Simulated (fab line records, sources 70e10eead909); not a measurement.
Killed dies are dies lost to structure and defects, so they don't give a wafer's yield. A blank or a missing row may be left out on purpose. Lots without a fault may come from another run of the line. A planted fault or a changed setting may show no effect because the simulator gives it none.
Which tool did it? | flow nand_harc | 23 lots, 69 wafers sampled, at 6 steps of a route of 1159

WHAT THE GAUGES READ, wafer by wafer
The record holds no reading of a measuring or inspecting step that can be judged against a usual standard deviation.

WHICH TOOL RAN EACH LOT (tool, then ch and the chambers of the sampled wafers, then the start)
lot  | NHARC_A_STAIRCASE_ETCH_453                    | NHARC_A_SGD_CUT_DESCUM_14          | NHARC_A_SGD_CUT_ETCH_58            | NHARC_A_SLIT_ETCH_26             | NHARC_A_WL_FILL_ALD_02              | NHARC_A_WL_FILL_ETCHBACK_05
L074 | rie_diel-01 ch 1,2,3, day 13 17:17 or earlier | rie_diel-12 ch 0,1,2, day 13 17:17 | rie_diel-12 ch 0,1, day 13 17:21   | har_etch-02 ch 0,1, day 14 09:11 | ald_metal-01 ch 0,2, day 14 19:10   | rie_metal-02 ch 0, day 15 02:38
L075 | rie_diel-06 ch 2,3, day 13 16:44 or earlier   | rie_diel-10 ch 0,2,3, day 13 16:44 | rie_diel-10 ch 0,1,3, day 13 16:48 | har_etch-02 ch 1, day 14 10:50   | ald_metal-02 ch 0,1, day 14 18:56   | rie_metal-03 ch 1, day 15 02:58
L076 | rie_diel-06 ch 1,2, day 14 04:58 or earlier   | rie_diel-10 ch 0,2, day 14 04:58   | rie_diel-10 ch 1,2, day 14 05:02   | har_etch-02 ch 0,1, day 14 18:01 | ald_metal-02 ch 0,2, day 15 02:45   | rie_metal-02 ch 0, day 15 07:30
L077 | rie_diel-13 ch 1,2,3, day 14 04:35 or earlier | rie_diel-10 ch 2,3, day 14 04:35   | rie_diel-10 ch 0,1,2, day 14 04:41 | har_etch-01 ch 0,1, day 14 17:19 | ald_metal-03 ch 0,2, day 15 02:35   | rie_metal-01 ch 0,1, day 15 07:23
L079 | rie_diel-01 ch 1,3, day 14 19:34 or earlier   | rie_diel-10 ch 0,2, day 14 19:34   | rie_diel-10 ch 1,2,3, day 14 19:39 | har_etch-02 ch 0,1, day 15 09:23 | ald_metal-01 ch 0,1,2, day 15 18:43 | rie_metal-03 ch 0,1, day 16 02:23
L078 | rie_diel-01 ch 1,2,3, day 14 19:45 or earlier | rie_diel-08 ch 1,2,3, day 14 19:45 | rie_diel-08 ch 1,2, day 14 19:50   | har_etch-01 ch 0,1, day 15 09:50 | ald_metal-02 ch 1,2,3, day 15 18:44 | rie_metal-02 ch 0,1, day 16 02:30
L081 | rie_diel-01 ch 0,2,3, day 15 19:36 or earlier | rie_diel-08 ch 1,2,3, day 15 19:36 | rie_diel-08 ch 1,2,3, day 15 19:41 | har_etch-02 ch 0,1, day 16 10:21 | ald_metal-02 ch 0,1,2, day 16 19:48 | rie_metal-02 ch 0,1, day 17 02:55
L080 | rie_diel-01 ch 2,3, day 15 20:05 or earlier   | rie_diel-12 ch 1,3, day 15 20:05   | rie_diel-12 ch 0,2, day 15 20:10   | har_etch-01 ch 0,1, day 16 10:50 | ald_metal-01 ch 0,1,2, day 16 19:51 | rie_metal-01 ch 0,1, day 17 05:47
L082 | rie_diel-13 ch 0,1,2, day 16 11:47 or earlier | rie_diel-12 ch 1,3, day 16 11:47   | rie_diel-12 ch 1,2,3, day 16 11:52 | har_etch-02 ch 0,1, day 17 00:25 | ald_metal-01 ch 2,3, day 17 09:58   | rie_metal-01 ch 0,1, day 17 15:33
L083 | rie_diel-13 ch 0,2,3, day 16 13:04 or earlier | rie_diel-10 ch 0,3, day 16 13:04   | rie_diel-10 ch 0,1,3, day 16 13:09 | har_etch-01 ch 1, day 17 02:21   | ald_metal-02 ch 0,3, day 17 10:15   | rie_metal-02 ch 0, day 17 18:40
L085 | rie_diel-13 ch 1,2,3, day 16 13:55 or earlier | rie_diel-08 ch 2,3, day 16 13:55   | rie_diel-08 ch 0,3, day 16 14:00   | har_etch-02 ch 0,1, day 17 02:08 | ald_metal-01 ch 0,2,3, day 17 10:31 | rie_metal-01 ch 0,1, day 17 19:30
L084 | rie_diel-01 ch 0,3, day 16 12:11 or earlier   | rie_diel-08 ch 1,2, day 16 12:11   | rie_diel-08 ch 0,3, day 16 12:16   | har_etch-01 ch 0,1, day 17 00:29 | ald_metal-03 ch 2,3, day 17 10:07   | rie_metal-03 ch 0,1, day 17 16:11
L087 | rie_diel-01 ch 0,2,3, day 17 02:05 or earlier | rie_diel-10 ch 1,2, day 17 02:05   | rie_diel-10 ch 1,2,3, day 17 02:11 | har_etch-02 ch 0,1, day 17 15:23 | ald_metal-03 ch 0,2,3, day 18 05:57 | rie_metal-03 ch 0,1, day 18 09:52
L086 | rie_diel-01 ch 0,2,3, day 17 11:33 or earlier | rie_diel-10 ch 0,2,3, day 17 11:33 | rie_diel-10 ch 0,2,3, day 17 11:38 | har_etch-01 ch 0,1, day 18 00:59 | ald_metal-02 ch 0,2, day 18 10:43   | rie_metal-01 ch 0,1, day 18 17:43
L088 | rie_diel-06 ch 1,2, day 17 11:16 or earlier   | rie_diel-08 ch 0,1, day 17 11:16   | rie_diel-08 ch 1,3, day 17 11:22   | har_etch-02 ch 0,1, day 18 02:29 | ald_metal-01 ch 0,2,3, day 18 10:22 | rie_metal-03 ch 0,1, day 18 17:00
L089 | rie_diel-06 ch 0,1,3, day 17 10:54 or earlier | rie_diel-10 ch 0,1,2, day 17 10:54 | rie_diel-10 ch 0,1,3, day 17 10:59 | har_etch-02 ch 0,1, day 18 00:47 | ald_metal-03 ch 1,2, day 18 10:12   | rie_metal-02 ch 0,1, day 18 14:13
L090 | rie_diel-13 ch 1,2,3, day 17 23:35 or earlier | rie_diel-10 ch 0,1,3, day 17 23:35 | rie_diel-10 ch 0,1,2, day 17 23:40 | har_etch-02 ch 0,1, day 18 13:41 | ald_metal-03 ch 0,1,3, day 18 20:47 | rie_metal-01 ch 0,1, day 19 04:50
L092 | rie_diel-06 ch 0,2, day 17 23:18 or earlier   | rie_diel-12 ch 1,2, day 17 23:18   | rie_diel-12 ch 1,2, day 17 23:23   | har_etch-01 ch 0,1, day 18 12:50 | ald_metal-01 ch 0,1,3, day 18 20:44 | rie_metal-01 ch 0,1, day 19 04:18
L093 | rie_diel-13 ch 0,2,3, day 18 16:48 or earlier | rie_diel-08 ch 0,1,2, day 18 16:48 | rie_diel-08 ch 1,2,3, day 18 16:53 | har_etch-02 ch 0,1, day 19 05:50 | ald_metal-03 ch 0,1,2, day 19 16:31 | rie_metal-01 ch 0,1, day 19 21:45
L094 | rie_diel-06 ch 0,2, day 18 17:01 or earlier   | rie_diel-10 ch 1,2,3, day 18 17:01 | rie_diel-10 ch 1,2,3, day 18 17:06 | har_etch-02 ch 0,1, day 19 07:34 | ald_metal-01 ch 1,3, day 19 16:25   | rie_metal-02 ch 0,1, day 19 20:25
L095 | rie_diel-06 ch 0,1, day 19 02:08 or earlier   | rie_diel-12 ch 0,2,3, day 19 02:08 | rie_diel-12 ch 0,1,2, day 19 02:14 | har_etch-02 ch 0,1, day 19 15:57 | ald_metal-02 ch 0,1, day 20 00:31   | rie_metal-03 ch 0,1, day 20 09:06
L096 | rie_diel-13 ch 1,3, day 19 01:57 or earlier   | rie_diel-10 ch 1,2,3, day 19 01:57 | rie_diel-10 ch 0,2,3, day 19 02:02 | har_etch-01 ch 0,1, day 19 15:03 | ald_metal-01 ch 0,1,3, day 20 00:28 | rie_metal-01 ch 0,1, day 20 07:45
L097 | rie_diel-06 ch 0,1,3, day 19 19:36 or earlier | rie_diel-10 ch 1,2, day 19 19:36   | rie_diel-10 ch 2,3, day 19 19:41   | har_etch-01 ch 1, day 20 13:29   | ald_metal-01 ch 1,3, day 20 23:02   | rie_metal-01 ch 0,1, day 21 05:35
- NHARC_A_STAIRCASE_ETCH_453: etches the open film in CF4/O2, target depth 30 nm, overetch 3 nm, time 16.5 s.
- NHARC_A_SGD_CUT_DESCUM_14: chemistry O2, time 3 s.
- NHARC_A_SGD_CUT_ETCH_58: etches the open film in CF4, target depth 39 nm, time 65 s.
- NHARC_A_SLIT_ETCH_26: etches the open film in C4F8/O2/Ar, time 90 s, target depth 400 nm.
- NHARC_A_WL_FILL_ALD_02: deposits TiN, target thk 2 nm, pulse time 3 s, ald cycles 100.
- NHARC_A_WL_FILL_ETCHBACK_05: etches the open film in Cl2/BCl3, target depth 22 nm, time 60 s.

WHAT THE TOOLS THEMSELVES READ (means of the sampled wafers that have a number; where no wafer has one, the mark that the record gives instead)
NHARC_A_STAIRCASE_ETCH_453. Usual: drypump_motor_current_A 5.9 A, standard deviation 0.39; oes_product_au 0.998 a.u., standard deviation 0.0082; rf_vpp_V 197.4 V, standard deviation 1.5; showerhead_plenum_p_Torr 1.32 Torr, standard deviation 0.061; throttle_valve_pct 13.397 %, standard deviation 0.0099.
lot  | tool        | drypump_motor_current_A (A) | oes_product_au (a.u.) | rf_vpp_V (V) | showerhead_plenum_p_Torr (Torr) | throttle_valve_pct (%) | flag
L074 | rie_diel-01 | 5.8                         | 0.995                 | 197.1        | 1.28                            | 13.398                 |
L075 | rie_diel-06 | 6.3                         | 1.012                 | 196.4        | 1.28                            | 13.404                 |
L076 | rie_diel-06 | 6.4                         | 1.005                 | 198.7        | 1.37                            | 13.400                 |
L077 | rie_diel-13 | 5.7                         | 0.994                 | 195.4        | 1.25                            | 13.399                 |
L079 | rie_diel-01 | 5.8                         | 0.997                 | 196.6        | 1.31                            | 13.393                 |
L078 | rie_diel-01 | 5.8                         | 1.001                 | 196.3        | 1.28                            | 13.397                 |
L081 | rie_diel-01 | 5.9                         | 0.994                 | 197.4        | 1.30                            | 13.390                 |
L080 | rie_diel-01 | 5.9                         | 0.991                 | 198.1        | 1.31                            | 13.399                 |
L082 | rie_diel-13 | 5.8                         | 1.003                 | 197.9        | 1.35                            | 13.399                 |
L083 | rie_diel-13 | 5.8                         | 0.995                 | 198.0        | 1.34                            | 13.401                 |
L085 | rie_diel-13 | 5.8                         | 1.001                 | 196.6        | 1.31                            | 13.408                 |
L084 | rie_diel-01 | 5.9                         | 1.002                 | 197.0        | 1.33                            | 13.402                 |
L087 | rie_diel-01 | 5.9                         | 1.002                 | 197.4        | 1.30                            | 13.388                 |
L086 | rie_diel-01 | 5.9                         | 1.005                 | 197.2        | 1.30                            | 13.395                 |
L088 | rie_diel-06 | 6.5                         | 0.996                 | 199.0        | 1.37                            | 13.390                 |
L089 | rie_diel-06 | 6.2                         | 0.999                 | 197.2        | 1.33                            | 13.407                 |
L090 | rie_diel-13 | 5.7                         | 1.000                 | 196.6        | 1.31                            | 13.401                 |
L092 | rie_diel-06 | 6.1                         | 0.989                 | 197.7        | 1.36                            | 13.406                 |
L093 | rie_diel-13 | 5.9                         | 0.997                 | 197.1        | 1.34                            | 13.397                 |
L094 | rie_diel-06 | 6.1                         | 0.985                 | 197.8        | 1.36                            | 13.405                 |
L095 | rie_diel-06 | 6.1                         | 1.003                 | 198.8        | 1.37                            | 13.396                 |
L096 | rie_diel-13 | 5.3                         | 1.004                 | 196.3        | 1.25                            | 13.395                 |
L097 | rie_diel-06 | 6.2                         | 1.000                 | 198.4        | 1.32                            | 13.398                 |

NHARC_A_SGD_CUT_DESCUM_14. Usual: drypump_motor_current_A 6.0 A, standard deviation 0.46; oes_product_au 0.997 a.u., standard deviation 0.0094; rf_vpp_V 57.9 V, standard deviation 0.91; showerhead_plenum_p_Torr 1.91 Torr, standard deviation 0.096; throttle_valve_pct 11.311 %, standard deviation 0.01.
lot  | tool        | drypump_motor_current_A (A) | oes_product_au (a.u.) | rf_vpp_V (V) | showerhead_plenum_p_Torr (Torr) | throttle_valve_pct (%) | flag
L074 | rie_diel-12 | 6.3                         | 0.993                 | 57.8         | 1.89                            | 11.310                 |
L075 | rie_diel-10 | 6.2                         | 1.001                 | 58.1         | 1.97                            | 11.305                 |
L076 | rie_diel-10 | 6.4                         | 1.002                 | 58.7         | 2.03                            | 11.313                 |
L077 | rie_diel-10 | 6.3                         | 1.006                 | 58.4         | 1.96                            | 11.310                 |
L079 | rie_diel-10 | 6.4                         | 0.996                 | 59.0         | 2.03                            | 11.323                 |
L078 | rie_diel-08 | 6.1                         | 0.997                 | 57.6         | 1.87                            | 11.300                 |
L081 | rie_diel-08 | 6.1                         | 0.996                 | 57.4         | 1.87                            | 11.313                 |
L080 | rie_diel-12 | 6.3                         | 0.997                 | 58.4         | 1.92                            | 11.320                 |
L082 | rie_diel-12 | 6.0                         | 1.005                 | 58.5         | 1.88                            | 11.311                 |
L083 | rie_diel-10 | 6.0                         | 0.998                 | 57.5         | 1.90                            | 11.310                 |
L085 | rie_diel-08 | 6.1                         | 0.994                 | 58.1         | 1.81                            | 11.311                 |
L084 | rie_diel-08 | 5.9                         | 0.996                 | 57.8         | 1.89                            | 11.310                 |
L087 | rie_diel-10 | 6.2                         | 0.996                 | 57.7         | 1.95                            | 11.304                 |
L086 | rie_diel-10 | 6.2                         | 1.001                 | 58.0         | 1.96                            | 11.311                 |
L088 | rie_diel-08 | 5.7                         | 1.005                 | 58.2         | 1.98                            | 11.324                 |
L089 | rie_diel-10 | 6.1                         | 1.001                 | 57.9         | 1.96                            | 11.307                 |
L090 | rie_diel-10 | 5.8                         | 1.001                 | 57.7         | 1.89                            | 11.314                 |
L092 | rie_diel-12 | 6.5                         | 0.989                 | 58.7         | 1.93                            | 11.316                 |
L093 | rie_diel-08 | 5.7                         | 0.998                 | 57.8         | 1.93                            | 11.317                 |
L094 | rie_diel-10 | 5.9                         | 0.998                 | 56.6         | 1.89                            | 11.312                 |
L095 | rie_diel-12 | 6.0                         | 0.992                 | 58.0         | 1.85                            | 11.306                 |
L096 | rie_diel-10 | 5.9                         | 0.992                 | 57.0         | 1.89                            | 11.309                 |
L097 | rie_diel-10 | 6.2                         | 0.993                 | 58.5         | 1.95                            | 11.310                 |

NHARC_A_SGD_CUT_ETCH_58. Usual: drypump_motor_current_A 6.0 A, standard deviation 0.47; oes_product_au 0.998 a.u., standard deviation 0.0099; rf_vpp_V 151.2 V, standard deviation 1.4; showerhead_plenum_p_Torr 1.77 Torr, standard deviation 0.084; throttle_valve_pct 13.282 %, standard deviation 0.0097.
lot  | tool        | drypump_motor_current_A (A) | oes_product_au (a.u.) | rf_vpp_V (V) | showerhead_plenum_p_Torr (Torr) | throttle_valve_pct (%) | flag
L074 | rie_diel-12 | 6.0                         | 0.994                 | 151.4        | 1.71                            | 13.279                 |
L075 | rie_diel-10 | 5.7                         | 0.998                 | 151.0        | 1.75                            | 13.280                 |
L076 | rie_diel-10 | 5.7                         | 0.982                 | 150.8        | 1.74                            | 13.283                 |
L077 | rie_diel-10 | 6.0                         | 0.999                 | 152.0        | 1.81                            | 13.285                 |
L079 | rie_diel-10 | 5.9                         | 0.991                 | 151.1        | 1.75                            | 13.284                 |
L078 | rie_diel-08 | 5.9                         | 0.995                 | 150.7        | 1.71                            | 13.276                 |
L081 | rie_diel-08 | 6.1                         | 1.003                 | 151.6        | 1.73                            | 13.283                 |
L080 | rie_diel-12 | 6.0                         | 0.998                 | 150.9        | 1.70                            | 13.275                 |
L082 | rie_diel-12 | 6.2                         | 1.001                 | 150.9        | 1.76                            | 13.294                 |
L083 | rie_diel-10 | 5.8                         | 0.991                 | 151.0        | 1.75                            | 13.281                 |
L085 | rie_diel-08 | 5.8                         | 1.006                 | 151.8        | 1.83                            | 13.287                 |
L084 | rie_diel-08 | 6.1                         | 1.010                 | 151.0        | 1.78                            | 13.280                 |
L087 | rie_diel-10 | 5.9                         | 0.992                 | 150.0        | 1.75                            | 13.291                 |
L086 | rie_diel-10 | 6.2                         | 0.995                 | 152.8        | 1.81                            | 13.293                 |
L088 | rie_diel-08 | 6.3                         | 1.009                 | 150.7        | 1.75                            | 13.278                 |
L089 | rie_diel-10 | 5.7                         | 1.001                 | 151.1        | 1.75                            | 13.277                 |
L090 | rie_diel-10 | 6.0                         | 0.998                 | 151.6        | 1.81                            | 13.282                 |
L092 | rie_diel-12 | 6.5                         | 0.994                 | 151.5        | 1.79                            | 13.290                 |
L093 | rie_diel-08 | 6.1                         | 0.996                 | 150.8        | 1.73                            | 13.285                 |
L094 | rie_diel-10 | 5.9                         | 0.995                 | 151.1        | 1.75                            | 13.284                 |
L095 | rie_diel-12 | 6.3                         | 0.998                 | 150.6        | 1.74                            | 13.285                 |
L096 | rie_diel-10 | 6.2                         | 0.995                 | 152.0        | 1.81                            | 13.283                 |
L097 | rie_diel-10 | 6.3                         | 0.992                 | 150.4        | 1.81                            | 13.284                 |

NHARC_A_SLIT_ETCH_26. Usual: drypump_motor_current_A 5.31 A, standard deviation 0.19; showerhead_plenum_p_Torr 3.74 Torr, standard deviation 0.14; throttle_valve_pct 27.620 %, standard deviation 0.0094.
lot  | tool        | drypump_motor_current_A (A) | showerhead_plenum_p_Torr (Torr) | throttle_valve_pct (%) | flag
L074 | har_etch-02 | 5.15                        | 3.77                            | 27.614                 |
L075 | har_etch-02 | 5.23                        | 3.54                            | 27.620                 |
L076 | har_etch-02 | 5.15                        | 3.77                            | 27.624                 |
L077 | har_etch-01 | 5.56                        | 3.83                            | 27.622                 |
L079 | har_etch-02 | 5.16                        | 3.76                            | 27.624                 |
L078 | har_etch-01 | 5.56                        | 3.83                            | 27.627                 |
L081 | har_etch-02 | 5.16                        | 3.76                            | 27.618                 |
L080 | har_etch-01 | 5.55                        | 3.82                            | 27.620                 |
L082 | har_etch-02 | 5.17                        | 3.63                            | 27.622                 |
L083 | har_etch-01 | 5.39                        | 3.82                            | 27.622                 |
L085 | har_etch-02 | 5.18                        | 3.63                            | 27.619                 |
L084 | har_etch-01 | 5.50                        | 3.82                            | 27.613                 |
L087 | har_etch-02 | 5.17                        | 3.63                            | 27.619                 |
L086 | har_etch-01 | 5.55                        | 3.81                            | 27.624                 |
L088 | har_etch-02 | 5.19                        | 3.63                            | 27.617                 |
L089 | har_etch-02 | 5.15                        | 3.75                            | 27.613                 |
L090 | har_etch-02 | 5.15                        | 3.63                            | 27.617                 |
L092 | har_etch-01 | 5.47                        | 3.81                            | 27.621                 |
L093 | har_etch-02 | 5.18                        | 3.62                            | 27.619                 |
L094 | har_etch-02 | 5.20                        | 3.62                            | 27.615                 |
L095 | har_etch-02 | 5.16                        | 3.74                            | 27.618                 |
L096 | har_etch-01 | 5.48                        | 3.81                            | 27.629                 |
L097 | har_etch-01 | 5.36                        | 3.80                            | 27.617                 |

NHARC_A_WL_FILL_ALD_02. Usual: heater_power_w 1073 W, standard deviation 82; precursor_pulse_height_rel 1.001, standard deviation 0.019.
lot  | tool         | heater_power_w (W) | precursor_pulse_height_rel | flag
L074 | ald_metal-01 | 1089               | 1.015                      |
L075 | ald_metal-02 | 1149               | 0.990                      |
L076 | ald_metal-02 | 1090               | 1.003                      |
L077 | ald_metal-03 | 973                | 1.003                      |
L079 | ald_metal-01 | 1143               | 0.990                      |
L078 | ald_metal-02 | 1077               | 0.982                      |
L081 | ald_metal-02 | 1112               | 0.995                      |
L080 | ald_metal-01 | 1128               | 0.996                      |
L082 | ald_metal-01 | 1088               | 1.012                      |
L083 | ald_metal-02 | 1052               | 0.985                      |
L085 | ald_metal-01 | 1060               | 1.032                      |
L084 | ald_metal-03 | 965                | 1.011                      |
L087 | ald_metal-03 | 989                | 1.009                      |
L086 | ald_metal-02 | 1082               | 0.994                      |
L088 | ald_metal-01 | 1059               | 1.007                      |
L089 | ald_metal-03 | 1006               | 1.012                      |
L090 | ald_metal-03 | 1032               | 0.990                      |
L092 | ald_metal-01 | 1105               | 1.010                      |
L093 | ald_metal-03 | 1010               | 1.007                      |
L094 | ald_metal-01 | 1116               | 1.001                      |
L095 | ald_metal-02 | 1103               | 1.012                      |
L096 | ald_metal-01 | 1097               | 0.989                      |
L097 | ald_metal-01 | 1209               | 0.994                      |

NHARC_A_WL_FILL_ETCHBACK_05. Usual: drypump_motor_current_A 5.69 A, standard deviation 0.29; oes_product_au 1.003 a.u., standard deviation 0.009.
lot  | tool         | drypump_motor_current_A (A) | oes_product_au (a.u.) | flag
L074 | rie_metal-02 | 5.87                        | 1.009                 |
L075 | rie_metal-03 | 5.39                        | 0.997                 |
L076 | rie_metal-02 | 5.88                        | 1.005                 |
L077 | rie_metal-01 | 5.96                        | 1.004                 |
L079 | rie_metal-03 | 5.28                        | 1.005                 |
L078 | rie_metal-02 | 5.55                        | 0.990                 |
L081 | rie_metal-02 | 5.70                        | 0.995                 |
L080 | rie_metal-01 | 5.95                        | 0.998                 |
L082 | rie_metal-01 | 5.97                        | 0.999                 |
L083 | rie_metal-02 | 5.86                        | 1.014                 |
L085 | rie_metal-01 | 5.96                        | 1.007                 |
L084 | rie_metal-03 | 5.32                        | 1.009                 |
L087 | rie_metal-03 | 5.31                        | 1.011                 |
L086 | rie_metal-01 | 5.95                        | 1.008                 |
L088 | rie_metal-03 | 5.35                        | 1.003                 |
L089 | rie_metal-02 | 5.69                        | 1.003                 |
L090 | rie_metal-01 | 5.95                        | 1.004                 |
L092 | rie_metal-01 | 5.95                        | 1.006                 |
L093 | rie_metal-01 | 5.94                        | 1.006                 |
L094 | rie_metal-02 | 5.72                        | 1.005                 |
L095 | rie_metal-03 | 5.37                        | 1.008                 |
L096 | rie_metal-01 | 5.96                        | 1.004                 |
L097 | rie_metal-01 | 5.95                        | 1.002                 |

THE ANSWER, worked out from the rows above alone
Rule: a lot is off if the mean of its wafers that have a number lies more than 3 standard deviations from the usual mean. A lot without any number at a reading at which 4 lots or more have one is off too. The other lots that the step has rows for count as sound. The gauges are gone through in route order, then the tools' own readings, and for those a lot's mean is taken as printed above. The first step at which some lot is off is used, and at that step the reading that is off furthest; a lot without a number counts as furthest.
No lot is off at any reading shown: from this, nothing can be told.

WHAT THE SIMULATOR HAD PUT IN
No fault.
